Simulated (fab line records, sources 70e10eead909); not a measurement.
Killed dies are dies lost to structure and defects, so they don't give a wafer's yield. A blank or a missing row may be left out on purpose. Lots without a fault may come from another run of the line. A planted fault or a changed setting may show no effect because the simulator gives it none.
fab line records | flow nand_harc
record lots=5 wafers=15 last_day=33
route steps=1302 shown P_ZERO_WELL@14
lots that met no fault: from a run of the same line without faults
start_h: hours from the record's first day to the start of the lot's first wafer shown | wait_h: hours since the lot's step before | " the same as in the row above | L1.1+2: a row that stands for several wafers | - no value, or no start given | * or withheld: withheld | < > ~ a bound
route shown NAME@n: a module of which the file shows steps, and the number in the route of the first | usual: mean/standard deviation of fault-free wafers | same: alike in all rows | chamber/n: place in a boat | sites: the reading at each site | _std_site: their standard deviation | _edge_site: outer sites' mean less inner sites' | radius_mm: how far each site lies from the wafer's centre | mask NAME#n: copy n | behind: the tool/chamber that last shaped the wafer | hold: why the lot was held/for how many hours/how that ended | device: the transistor (n, p or np) that didn't switch | end of line: the same wafers' tests at the end of the route | a step without rows: its recipe alone | killed: dies lost to structure and defects at the first sort, not the wafer's yield | map: a wafer's dies, x killed, . not, _ none there
set.NAME: the setting as run; set.NAME@STEP: as run at that earlier step | model.NAME: the simulator's own value behind a step, which no gauge read
lots at some steps of the route; a table a step, a row a wafer
services: from which hour (start_h, from the record's first day; less than 0 if before it) a tool's chamber was out of use, for how many hours, and why
## steps
# step NHARC_P_ZERO_WELL_CD_MEAS_11
# recipe target_cd_nm=500 landing_energy_ev=500
# usual cd_nm=499.8/1.2
# columns lot.wafer tool chamber start_h wait_h cd_nm
L680.1 cd_sem-01 0 111.30 - 498.0
L680.2 " 0 " " 498.6
L680.4 " 0 " " 499.0
L681.1 cd_sem-01 0 121.24 - 501.3
L681.2 " 0 " " 499.8
L681.3 " 0 " " 501.6
L690.3 cd_sem-03 0 211.37 - 501.4
L690.4 " 0 " " 500.7
L690.5 " 0 " " 502.1
L691.1 cd_sem-01 0 221.23 - 501.2
L691.4 " 0 " " 501.8
L691.5 " 0 " " 500.7
L694.2 cd_sem-01 0 251.25 - 500.6
L694.3 " 0 " " 499.5
L694.4 " 0 " " 500.5
# step NHARC_P_ZERO_WELL_HARDBAKE_12
# recipe temp_c=118 time_s=65
# step NHARC_P_ZERO_WELL_DESCUM_13
# recipe time_s=3 o2_flow_sccm=200 ar_flow_sccm=0 bias_power_w=0 chemistry=O2
# usual drypump_motor_current_A=5.6/0.49 oes_product_au=1.000/0.0074 rf_vpp_V=57.9/0.81 showerhead_plenum_p_Torr=1.89/0.059 throttle_valve_pct=11.311/0.0092
# columns lot.wafer tool chamber start_h wait_h drypump_motor_current_A oes_product_au rf_hours_counter_h rf_vpp_V showerhead_plenum_p_Torr throttle_valve_pct
L680.1 rie_diel-05 1 111.47 - 4.8 1.002 16 56.6 2.00 11.313
L680.4 " 2 " " 6.2 0.995 19 58.1 1.91 11.309
L680.2 " 3 " " 4.9 1.003 19 57.9 1.86 11.306
L681.2 rie_diel-05 1 121.41 - 4.8 1.000 19 59.1 1.99 11.292
L681.3 " 2 " " 6.2 1.000 23 58.7 1.91 11.317
L681.1 " 3 " " 4.9 1.011 23 57.4 1.86 11.316
L690.3 rie_diel-02 3 211.54 - 5.6 1.013 54 57.4 1.80 11.308
L690.5 " 1 " " 5.7 0.998 - 56.4 1.79 11.315
L690.4 " 2 " " 5.7 1.008 - 56.8 1.95 11.304
L691.4 rie_diel-04 3 221.39 - 6.1 0.998 6 59.5 1.96 11.306
L691.1 " 1 " " 5.8 0.989 6 58.5 1.89 11.318
L691.5 " 3 " " 6.2 0.992 - 57.9 1.96 11.328
L694.3 rie_diel-04 0 252.08 - 5.6 0.994 19 57.1 1.85 11.322
L694.2 " 1 " " 5.8 1.004 21 57.9 1.89 11.298
L694.4 " 2 " " 5.1 0.990 20 57.4 1.82 11.302
# step NHARC_P_ZERO_WELL_ETCH_65
# recipe target_depth_a=800 overetch_a=240 time_s=87.88 ion_energy_ev=200 n2_flow_sccm=150 h2_flow_sccm=150 ar_flow_sccm=0 rf_w=400 bias_w=150 chemistry=N2/H2
# usual bias_w=150.0/0.41 drypump_motor_current_A=5.6/0.48 h2_flow_sccm=150.0/0.44 oes_product_au=1.001/0.0079 rf_vpp_V=430.0/1.9 showerhead_plenum_p_Torr=2.02/0.063 throttle_valve_pct=14.170/0.0092
# columns lot.wafer tool chamber start_h wait_h bias_w drypump_motor_current_A h2_flow_sccm oes_product_au rf_hours_counter_h rf_vpp_V showerhead_plenum_p_Torr throttle_valve_pct
L680.4 rie_diel-05 1 111.54 0.1 150.5 4.7 150.5 1.006 16 434.0 2.13 14.167
L680.2 " 2 " " 150.4 6.2 150.7 1.008 19 430.6 2.04 14.164
L680.1 " 0 " " 149.6 6.1 150.0 0.997 16 431.1 2.07 14.184
L681.2 rie_diel-05 2 121.49 0.1 149.4 6.3 150.3 1.012 23 430.9 2.03 14.187
L681.3 " 3 " " 149.8 4.8 149.6 1.011 23 430.0 1.98 14.165
L681.1 " 1 " " 150.0 4.8 150.0 1.013 19 433.5 2.13 14.176
L690.3 rie_diel-02 2 211.64 0.1 149.9 5.7 149.3 0.999 53 431.6 2.08 14.180
L690.4 " 3 " " 149.2 5.6 150.1 0.986 - 427.8 1.92 14.170
L690.5 " 2 " " 149.8 5.7 150.0 1.002 - 430.8 2.08 14.167
L691.4 rie_diel-04 1 221.53 0.1 149.4 5.9 150.1 1.001 6 430.8 2.02 14.164
L691.1 " 2 " " 150.2 5.1 150.4 0.988 6 427.8 1.95 14.163
L691.5 " 0 " " 149.8 5.6 150.5 0.997 - 428.7 1.98 14.176
L694.2 rie_diel-04 0 252.17 0.1 150.0 5.7 150.1 1.001 19 429.4 1.97 14.154
L694.4 " 2 " " 150.7 5.1 149.9 0.992 20 429.0 1.94 14.182
L694.3 " 3 " " 150.2 6.2 150.1 0.983 17 431.2 2.08 14.170
# step NHARC_P_ZERO_WELL_ETCH_62
# recipe target_depth_a=130 time_s=6.5 chf3_flow_sccm=50 ar_flow_sccm=200 rf_w=500 bias_w=200 chemistry=CHF3/Ar
# usual bias_w=200.0/0.55 drypump_motor_current_A=5.6/0.49 oes_product_au=0.958/0.015 rf_vpp_V=370.1/1.7 showerhead_plenum_p_Torr=2.32/0.069 throttle_valve_pct=20.217/0.0086
# columns lot.wafer tool chamber start_h wait_h bias_w drypump_motor_current_A oes_product_au rf_hours_counter_h rf_vpp_V showerhead_plenum_p_Torr throttle_valve_pct
L680.2 rie_diel-05 0 - - 200.4 6.1 0.925 16 371.3 2.38 20.215
L680.4 " 1 " " 199.9 4.8 0.928 16 374.2 2.44 20.203
L680.1 " 2 " " 199.9 6.3 0.922 19 369.8 2.34 20.216
L681.3 rie_diel-05 2 - - 200.1 6.2 0.945 23 370.2 2.34 20.231
L681.2 " 0 " " 201.0 6.2 0.955 19 371.7 2.38 20.213
L681.1 " 1 " " 199.8 4.7 0.949 19 371.9 2.44 20.225
L690.3 rie_diel-02 3 - - 199.5 5.6 0.967 54 368.0 2.21 20.232
L690.5 " 2 " " 200.3 5.7 0.965 - 372.4 2.39 20.216
L690.4 " 3 " " 199.4 5.6 0.967 - 368.6 2.21 20.229
L691.1 rie_diel-04 3 - - 199.7 6.2 0.933 6 369.6 2.39 20.223
L691.4 " 0 " " 201.0 5.6 0.936 6 367.6 2.28 20.214
L691.5 " 3 " " 200.3 6.2 0.930 - 372.3 2.39 20.222
L694.2 rie_diel-04 3 - - 200.2 6.2 0.943 17 371.0 2.39 20.209
L694.4 " 0 " " 200.4 5.7 0.933 19 370.6 2.27 20.209
L694.3 " 1 " " 199.6 5.9 0.965 21 369.3 2.32 20.212
# step NHARC_P_ZERO_WELL_ETCH_63
# recipe target_depth_a=1200 time_s=40.1 hbr_flow_sccm=150 cl2_flow_sccm=50 rf_w=400 icp_w=400 bias_w=100 chemistry=HBr/Cl2
# usual bias_w=100.0/0.31 drypump_motor_current_A=5.9/0.57 oes_product_au=1.002/0.0083 throttle_valve_pct=26.405/0.0095
# columns lot.wafer tool chamber start_h wait_h bias_w drypump_motor_current_A oes_product_au rf_hours_counter_h throttle_valve_pct
L680.4 rie_si-06 3 111.73 - 100.3 4.9 0.985 0.2 26.409
L680.1 " 1 " " 99.7 5.5 0.988 0.1 26.414
L680.2 " 2 " " 100.1 6.6 0.986 0.1 26.400
L681.3 rie_si-06 2 121.67 - 100.0 6.6 0.994 0.2 26.409
L681.2 " 3 " " 100.1 4.9 0.998 0.3 26.393
L681.1 " 0 " " 99.7 6.3 1.002 0.2 26.406
L690.3 rie_si-01 0 211.83 - 99.8 5.7 0.985 0.0 26.395
L690.4 " 1 " " 100.2 6.2 1.004 0.0 26.406
L690.5 " 0 " " 99.9 5.7 0.999 - 26.403
L691.4 rie_si-06 1 221.84 - 100.0 5.5 0.992 0.7 26.397
L691.1 " 2 " " 99.2 6.6 0.996 0.9 26.394
L691.5 " 3 " " 100.7 4.9 0.995 - 26.412
L694.2 rie_si-04 2 252.35 - 100.5 5.4 0.996 0.6 26.414
L694.3 " 3 " " 99.7 6.5 1.004 0.5 26.412
L694.4 " 1 " " 99.8 5.6 0.995 0.5 26.411
# step NHARC_P_ZERO_WELL_STRIP_15
# recipe time_s=900 temp_c=130 chemistry=SPM
# step NHARC_P_ZERO_WELL_DEHYDRATE_16
# recipe temp_c=150 time_s=120
# step NHARC_P_ZERO_WELL_HMDS_17
# recipe time_s=30
# step NHARC_P_ZERO_WELL_COAT_18
# recipe spin_rpm=withheld
# step NHARC_P_ZERO_WELL_SOFTBAKE_19
# recipe temp_c=122 time_s=95
# step NHARC_P_ZERO_WELL_EBR_20
# step NHARC_P_ZERO_WELL_EXPOSE_21
# recipe na=0.6 target_cd_nm=720 dose_mj=22.31 mask_id=P_NWELL
# columns lot.wafer tool chamber start_h wait_h mask
L680.1+2+4 krf_scanner-01 0 112.50 - P_NWELL#0
L681.1+2+3 krf_scanner-03 0 122.44 - P_HVPW#0
L690.3+4+5 krf_scanner-03 0 212.61 - P_NWELL#0
L691.1+4+5 krf_scanner-03 0 222.45 - P_NWELL#0
L694.2+3+4 krf_scanner-02 0 253.12 - P_NWELL#0
# step NHARC_P_ZERO_WELL_PEB_22
# recipe peb_temp_c=118 peb_time_s=85
# step NHARC_P_ZERO_WELL_DEVELOP_23
# recipe time_s=70
# step NHARC_P_ZERO_WELL_CD_MEAS_24
# recipe target_cd_nm=720 landing_energy_ev=500
# usual cd_nm=720.0/1.6
# columns lot.wafer tool chamber start_h wait_h cd_nm
L680.1 cd_sem-03 0 112.65 - 720.4
L680.2 " 0 " " 718.7
L680.4 " 0 " " 719.7
L681.1 cd_sem-03 0 122.60 - -
L681.2 " 0 " " -
L681.3 " 0 " " -
L690.3 cd_sem-02 0 212.76 - 720.5
L690.4 " 0 " " 720.3
L690.5 " 0 " " 721.6
L691.1 cd_sem-03 0 222.61 - 718.8
L691.4 " 0 " " 721.3
L691.5 " 0 " " 719.0
L694.2 cd_sem-01 0 253.29 - 720.4
L694.3 " 0 " " 722.7
L694.4 " 0 " " 720.1
# step NHARC_P_ZERO_WELL_HARDBAKE_25
# recipe temp_c=125 time_s=80
## services
# columns tool chamber start_h hours kind
krf_scanner-02 - 94.00 4.0 pm
krf_scanner-03 - 102.03 3.6 repair
rie_diel-02 2 116.29 2.0 repair
rie_diel-02 1 117.11 10.1 repair
krf_scanner-01 - 122.28 1.5 repair
krf_scanner-02 - 123.41 2.9 repair
rie_diel-05 3 139.13 9.7 repair
krf_scanner-01 - 140.00 4.0 pm
rie_diel-05 2 143.36 3.6 repair
rie_si-06 1 150.65 7.0 repair
rie_si-04 - 165.00 9.0 pm
rie_diel-04 - 178.73 9.0 pm
rie_diel-05 2 181.69 1.2 repair
krf_scanner-03 - 183.58 2.8 repair
krf_scanner-03 - 190.07 0.3 repair
rie_si-01 - 193.00 9.0 pm
rie_diel-02 0 206.01 5.8 repair
rie_diel-02 - 217.90 9.0 pm
krf_scanner-03 - 224.00 4.0 pm
rie_diel-04 1 228.76 3.0 repair
rie_diel-05 - 229.60 9.0 pm
krf_scanner-02 - 240.64 2.5 repair
rie_si-04 - 248.34 1.7 repair
rie_si-06 - 249.00 9.0 pm
## key
first_sign step=NHARC_P_ZERO_WELL_EXPOSE_21 reading=mask direction=changed
effect step=NHARC_P_ZERO_WELL_CD_MEAS_24 reading=cd_nm direction=missing
met_at NHARC_P_ZERO_WELL_EXPOSE_21
struck_wafers L681.1,L681.2,L681.3
later_rows_left_out L681.1,L681.2,L681.3
sort_left_out L681.1,L681.2,L681.3
tester_left_out L681
fault kind=wrong_mask tool=any chamber=- onset_h=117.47 steps=NHARC_P_ZERO_WELL_EXPOSE_21 aux_copy=P_HVPW#0 scope=struck_lots_only
# tester_left_out: of these lots the tester's yield and bins aren't shown, on N5 and GAA mostly nor the transistor test; their killed dies are dies lost to structure and defects alone, not to doping, threshold or leakage, so they don't give the yield
# sort_left_out: the simulated sort isn't trusted on such a fault, so these wafers' sort isn't shown, and their yield isn't known
# later_rows_left_out: the simulator's readings of these wafers behind a module that went badly wrong aren't trusted and aren't shown, but for the sort
